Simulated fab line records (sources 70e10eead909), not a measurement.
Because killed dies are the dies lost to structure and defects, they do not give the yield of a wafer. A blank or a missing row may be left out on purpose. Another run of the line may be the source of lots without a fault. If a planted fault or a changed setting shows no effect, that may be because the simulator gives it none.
A lot that was struck, set against a sound lot ; flow nand harc ; 15 steps out of a route of 1302
Sound: wafers L277.4, L277.5, L277.6. Struck: wafers L279.3, L279.4, L279.5. The cause comes at the end.
Each step with rows lists, per side, the tool, then ch with its chambers, then its first start. Under that, the readings that differ: sound wafers ; struck wafers ; difference of the means ; sigmas: that difference in standard deviations of wafers without a fault.
alike: words and numbers the same on both sides, and readings whose means are apart by under 2 such deviations; not compared: readings that were withheld, readings missing a value for some wafer, numbers with overlapping values and no deviation given by the record, and bounds like >300 which may hide the same value.
Wherever a step has rows on one side only, a row that says differs or no value, or a row with sigmas, the two part there. When numbers do not overlap yet have no deviation, they are printed without sigmas and do not part them. Lack of a reading on every wafer of one side parts them only where that side has two or more wafers.

first, 1 step without rows for these wafers: NHARC_P_CONTACT_ETCH_35 (etches the open film in CF4, target depth 39 nm, time 65 s).
NHARC_P_CONTACT_ETCH_36: etches the open film in N2/H2, target depth 260 nm, time 406.25 s.
  sound: rie diel-05 ch 0,3; struck: rie diel-01 ch 2,3
reading;sound;struck;difference;sigmas
oes product au (a.u.);1.012 0.994 1.018;0.984 0.996 0.992;-0.017;-2
  alike: drypump motor current A, rf vpp V, showerhead plenum p Torr, throttle valve pct
  not compared: rf hours counter h
then, 3 steps without rows for these wafers: NHARC_P_CONTACT_ETCH_18 (etches the open film in C4F8/O2/Ar, target depth 481 nm, time 240.5 s); NHARC_P_CONTACT_STRIP_37 (strips in C4F8/O2/Ar); NHARC_P_CONTACT_ETCH_31 (etches the open film in CH3F/O2, target depth 30 nm, time 85.7 s).
NHARC_P_CONTACT_CD_MEAS_19:
  sound: cd sem-02 at day 6 16:14; struck: cd sem-01 at day 7 16:49
  alike: cd nm
NHARC_P_CONTACT_STRIP_28: strips in O2.
  sound on rie diel-01 ch 0,2,3, day 6 16:20; struck on rie diel-03 ch 0,2, day 7 16:53
reading;sound;struck;difference;sigmas
oes product au (a.u.);1.000 0.990 0.995;1.020 1.008 1.008;+0.017;+2
  alike: drypump motor current A, o2 flow sccm, rf vpp V, showerhead plenum p Torr, throttle valve pct
  not compared: rf hours counter h
then, 1 step without rows for these wafers: NHARC_P_CONTACT_STRIP_29 (strips in post etch residue remover, time 1200 s).
NHARC_P_CONTACT_DEGAS_38: time 60 s.
  sound: pvd sputter-03 at day 6 16:57; struck: pvd sputter-02 at day 7 17:31
  alike: heater power w
then, 1 step without rows for these wafers: NHARC_P_CONTACT_PRE_CLEAN_39 (time 19.5 s).
NHARC_P_CONTACT_PVD_32: deposits Ti, target thk 5 nm, time 17.7 s.
  sound on pvd sputter-03; struck on pvd sputter-02
  alike: throttle valve pct
NHARC_P_CONTACT_ALD_22: deposits TiN, target thk 3 nm, pulse time 1 s, ald cycles 150.
  sound on ald metal-01 ch 0,1,3, day 6 17:14; struck on ald metal-02 ch 0,1,3, day 7 17:47
  alike: heater power w, precursor pulse height rel
  not compared: since wet clean h
NHARC_P_CONTACT_CVD_23: deposits W, target thk 200 nm, time 557 s.
  sound on cvd w-02 ch 0,1, day 6 17:39; struck on cvd w-02 ch 0,1, day 7 18:08
  no value came back on the struck wafers for chamber pressure Torr (Torr), heater power outer w (W), heater power w (W), throttle valve pct (%); on the sound wafers chamber pressure Torr (Torr) reads 40.03 39.85 39.89
  not compared: since wet clean h
NHARC_P_CONTACT_CMP_24: polishes, t overpolish 30 s, target thk 200 nm.
  sound on cmp-03 ch 1,2, day 6 18:02; struck on cmp-04 ch 1,2,3, day 7 18:40
reading;sound;struck;difference;sigmas
slurry filter dp kPa (kPa);13.84 13.57 13.76;13.46 13.47 13.20;-0.35;-2
time to endpoint s (s);39.9 41.4 38.3;2.3 3.2 1.3;-37.6;-14
  alike: motor current A, overpolish run s, slurry flow ml min
NHARC_END_SORT_01:
  the record has rows for the sound wafers here (prober-02 ch 0, day 25 08:04) and none for the struck ones

== WHERE THEY PART ==
Last at NHARC_END_SORT_01 as far as this record goes, first at NHARC_P_CONTACT_ETCH_36.

WHY: what the simulator had put in
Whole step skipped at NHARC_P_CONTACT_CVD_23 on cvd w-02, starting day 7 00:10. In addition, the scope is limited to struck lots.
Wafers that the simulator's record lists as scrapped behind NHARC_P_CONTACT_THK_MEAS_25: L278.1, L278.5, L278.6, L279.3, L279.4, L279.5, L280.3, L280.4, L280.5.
